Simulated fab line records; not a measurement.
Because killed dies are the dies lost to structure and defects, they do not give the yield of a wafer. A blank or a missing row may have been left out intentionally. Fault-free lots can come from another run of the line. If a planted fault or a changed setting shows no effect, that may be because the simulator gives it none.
The tool behind it: which one?    flow nand harc    Sampling: 11 lots, 33 wafers, 6 of 1159 route steps

## WHAT THE GAUGES SHOWED, per wafer
NHARC_A_CHANNEL_HOLE_D1_INSPECT_40.
lot   measured      on                 raw defect count
L473  day 8 12:23   defect inspect-01  59 62 60
L475  day 9 03:23   defect inspect-01  59 57 66
L478  day 9 20:59   defect inspect-01  49 37 49
L479  day 10 10:58  defect inspect-02  71 59 81
L480  day 10 15:08  defect inspect-01  53 57 58
L481  day 10 15:33  defect inspect-01  38 75 79
L489  day 12 10:53  defect inspect-01  59 33 46
L490  day 12 15:01  defect inspect-02  101 44 72
L492  day 13 03:32  defect inspect-01  58 59 53
L493  day 13 12:51  defect inspect-02  64 43 41
L496  day 14 13:59  defect inspect-02  48 41 42

NHARC_END_WLT_00.
lot   measured      on         VT_DECK1_BOTTOM    VT_DECK1_BOTTOM_INNER  VT_DECK1_MEDIAN_NEAR_BOTTOM  VT_DECK1_MEDIAN_NEAR_BOTTOM_INNER  VT_DECK1_MIDDLE    VT_DECK1_MIDDLE_INNER  VT_DECK1_TOP       VT_DECK1_TOP_INNER
L473  day 18 17:38  prober-02  0.863 0.868 0.880  0.871 0.869 0.873      0.875 0.868 0.869            0.873 0.868 0.878                  0.889 0.884 0.884  0.877 0.878 0.870      0.888 0.896 0.886  0.889 0.900 0.889
L475  day 19 07:33  prober-02  0.858 0.864 0.875  0.864 0.866 0.878      0.871 0.871 0.880            0.867 0.870 0.864                  0.882 0.888 0.885  0.892 0.877 0.883      0.898 0.898 0.889  0.900 0.897 0.888
L478  day 19 22:13  prober-02  0.865 0.861 0.873  0.867 0.866 0.867      0.860 0.870 0.869            0.859 0.867 0.868                  0.875 0.876 0.881  0.882 0.877 0.883      0.898 0.890 0.885  0.892 0.899 0.889
L479  day 21 22:17  prober-02  0.820 0.827 0.827  0.821 0.829 0.831      0.831 0.825 0.820            0.831 0.839 0.834                  0.842 0.839 0.841  0.840 0.839 0.838      0.852 0.851 0.842  0.857 0.844 0.853
L480  day 21 10:01  prober-02  0.824 0.818 0.814  0.822 0.824 0.822      0.821 0.807 0.819            0.825 0.817 0.818                  0.834 0.827 0.831  0.838 0.829 0.829      0.826 0.837 0.841  0.835 0.835 0.842
L481  day 20 18:33  prober-02  0.872 0.867 0.867  0.862 0.862 0.860      0.874 0.859 0.865            0.874 0.863 0.873                  0.879 0.883 0.881  0.887 0.878 0.875      0.901 0.893 0.901  0.892 0.898 0.897
L489  day 23 16:49  prober-02  0.853 0.856 0.860  0.856 0.860 0.850      0.850 0.850 0.856            0.846 0.855 0.860                  0.878 0.871 0.876  0.876 0.873 0.861      0.886 0.881 0.881  0.878 0.883 0.895
L490  day 23 12:39  prober-01  0.883 0.866 0.883  0.881 0.869 0.890      0.878 0.870 0.886            0.872 0.869 0.883                  0.895 0.892 0.886  0.896 0.889 0.891      0.907 0.904 0.901  0.897 0.905 0.893
L492  day 24 00:30  prober-01  0.878 0.866 0.867  0.879 0.864 0.863      0.872 0.865 0.867            0.877 0.866 0.870                  0.879 0.878 0.880  0.883 0.876 0.881      0.892 0.897 0.884  0.889 0.898 0.886
L493  day 24 07:52  prober-01  0.862 0.872 0.860  0.863 0.868 0.857      0.866 0.871 0.862            0.874 0.865 0.872                  0.875 0.876 0.873  0.880 0.884 0.874      0.889 0.895 0.893  0.893 0.894 0.884
L496  day 24 23:41  prober-01  0.873 0.851 0.861  0.874 0.856 0.866      0.873 0.862 0.862            0.876 0.867 0.857                  0.884 0.871 0.879  0.892 0.871 0.879      0.889 0.886 0.899  0.887 0.886 0.889

NHARC_END_SORT_01.
lot   measured      on         killed at array  killed at other  killed at periphery  killed dies  killed open  killed short
L480  day 21 13:20  prober-02  25 30 25         0 2 0            6 5 4                31 37 29     3 5 4        3 3 2

## TOOL THAT RAN EACH LOT (tool first, then ch and the chambers of the sampled wafers, then the start)
lot   NHARC_A_CHANNEL_HOLE_D1_ETCH_21   NHARC_A_CHANNEL_FILL_D1_ALD_02    NHARC_A_CHANNEL_FILL_D1_ALD_16
L473  har etch-01 ch 0,1, day 8 07:12   ald hk-01 ch 0,1,2, day 8 14:17   ald hk-03 ch 0,1,3, day 9 01:22
L475  har etch-01 ch 0,1, day 8 22:19   ald hk-04 ch 0,1,3, day 9 04:38   ald hk-01 ch 0,2,3, day 9 16:44
L478  har etch-02 ch 0,1, day 9 15:41   ald hk-03 ch 0,1,2, day 9 21:19   ald hk-01 ch 0,3, day 10 09:34
L479  har etch-01 ch 0,1, day 10 05:45  ald hk-04 ch 2,3, day 10 12:04    ald hk-01 ch 0,1,2, day 11 04:16
L480  har etch-01 ch 1, day 10 09:54    ald hk-04 ch 2,3, day 10 15:20    ald hk-03 ch 0,2, day 11 04:37
L481  har etch-02 ch 0, day 10 10:10    ald hk-03 ch 0,1,3, day 10 15:54  ald hk-01 ch 0,3, day 11 04:35
L489  har etch-02 ch 0,1, day 12 05:40  ald hk-01 ch 0,2,3, day 12 13:52  ald hk-01 ch 0,3, day 13 02:08
L490  har etch-02 ch 0,1, day 12 09:55  ald hk-01 ch 1,2,3, day 12 15:26  ald hk-04 ch 1,2, day 13 01:59
L492  har etch-01 ch 0,1, day 12 22:09  ald hk-01 ch 1,2,3, day 13 03:44  ald hk-04 ch 1,2,3, day 13 15:59
L493  har etch-02 ch 0,1, day 13 07:34  ald hk-01 ch 0,1,3, day 13 13:03  ald hk-03 ch 0,1,2, day 14 01:23
L496  har etch-02 ch 0,1, day 14 08:50  ald hk-04 ch 0,3, day 14 14:11    ald hk-01 ch 1,3, day 15 00:23
- NHARC_A_CHANNEL_HOLE_D1_ETCH_21: etches the open film in C4F8/O2/Ar, time 514.3 s, target depth 1600 nm.
- NHARC_A_CHANNEL_FILL_D1_ALD_02: deposits SiO2, target thk 6 nm, pulse time 10 s, ald cycles 60.
- NHARC_A_CHANNEL_FILL_D1_ALD_16: deposits SiO2, target thk 1.5 nm, pulse time 10 s, ald cycles 15.

## AS READ BY THE TOOLS THEMSELVES (means over the sampled wafers that have a number; for cases with no such wafer, the mark the record gives instead)
NHARC_A_CHANNEL_HOLE_D1_ETCH_21.
lot   tool         drypump motor current A (A)  showerhead plenum p Torr (Torr)  throttle valve pct (%)
L473  har etch-01  6.0                          3.73                             32.151
L475  har etch-01  6.0                          3.73                             32.165
L478  har etch-02  5.8                          3.64                             32.152
L479  har etch-01  6.3                          3.64                             32.152
L480  har etch-01  6.5                          3.55                             32.155
L481  har etch-02  5.9                          3.52                             32.163
L489  har etch-02  5.7                          3.74                             32.154
L490  har etch-02  5.8                          3.62                             32.165
L492  har etch-01  6.0                          3.70                             32.162
L493  har etch-02  5.8                          3.62                             32.156
L496  har etch-02  5.7                          3.73                             32.148

NHARC_A_CHANNEL_FILL_D1_ALD_02.
lot   tool       heater power w (W)  precursor pulse height rel
L473  ald hk-01  453                 1.001
L475  ald hk-04  454                 0.987
L478  ald hk-03  469                 1.017
L479  ald hk-04  422                 0.993
L480  ald hk-04  399                 0.997
L481  ald hk-03  470                 0.997
L489  ald hk-01  470                 1.004
L490  ald hk-01  453                 1.002
L492  ald hk-01  454                 1.005
L493  ald hk-01  437                 0.990
L496  ald hk-04  426                 1.009

NHARC_A_CHANNEL_FILL_D1_ALD_16.
lot   tool       heater power w (W)  precursor pulse height rel
L473  ald hk-03  471                 1.024
L475  ald hk-01  484                 0.991
L478  ald hk-01  476                 1.009
L479  ald hk-01  467                 1.001
L480  ald hk-03  444                 0.981
L481  ald hk-01  448                 0.998
L489  ald hk-01  439                 0.995
L490  ald hk-04  475                 1.007
L492  ald hk-04  439                 0.993
L493  ald hk-03  474                 1.001
L496  ald hk-01  425                 1.001

## THE ANSWER, worked out from the rows above alone
Rule: what is usual is taken from the lots themselves. The widest of any qualifying gaps counts: lots, ordered by their means at a reading, are off when they make up no more than a third of the lots, leave a main group of 4 or more, and stand apart from it by 3 or more times the standard deviation of that group's means. A main group is skipped when, at the precision printed for the reading in the tables above, its means are all equal. A lot without any number at a reading at which 4 lots or more have one is off too. The other lots that the step has rows for count as sound. Order of review: gauges by route order, followed by the tools' own readings, for which a lot's mean as printed above is used. The first step at which some lot is off is used, and at that step the reading that is off furthest; a lot without a number counts as furthest.
Off: at NHARC_END_WLT_00 (VT_DECK1_TOP_INNER), L479, L480. Mean 0.892 and standard deviation 0.0039 in the main group.
A tool fits if, at a process step before that reading, it ran every lot that is off, and no sound lot after the first of them. The gauges at NHARC_END_WLT_00 are tried like those tools. No candidate that was tried fits.

## WHAT WAS PUT IN BY THE SIMULATOR
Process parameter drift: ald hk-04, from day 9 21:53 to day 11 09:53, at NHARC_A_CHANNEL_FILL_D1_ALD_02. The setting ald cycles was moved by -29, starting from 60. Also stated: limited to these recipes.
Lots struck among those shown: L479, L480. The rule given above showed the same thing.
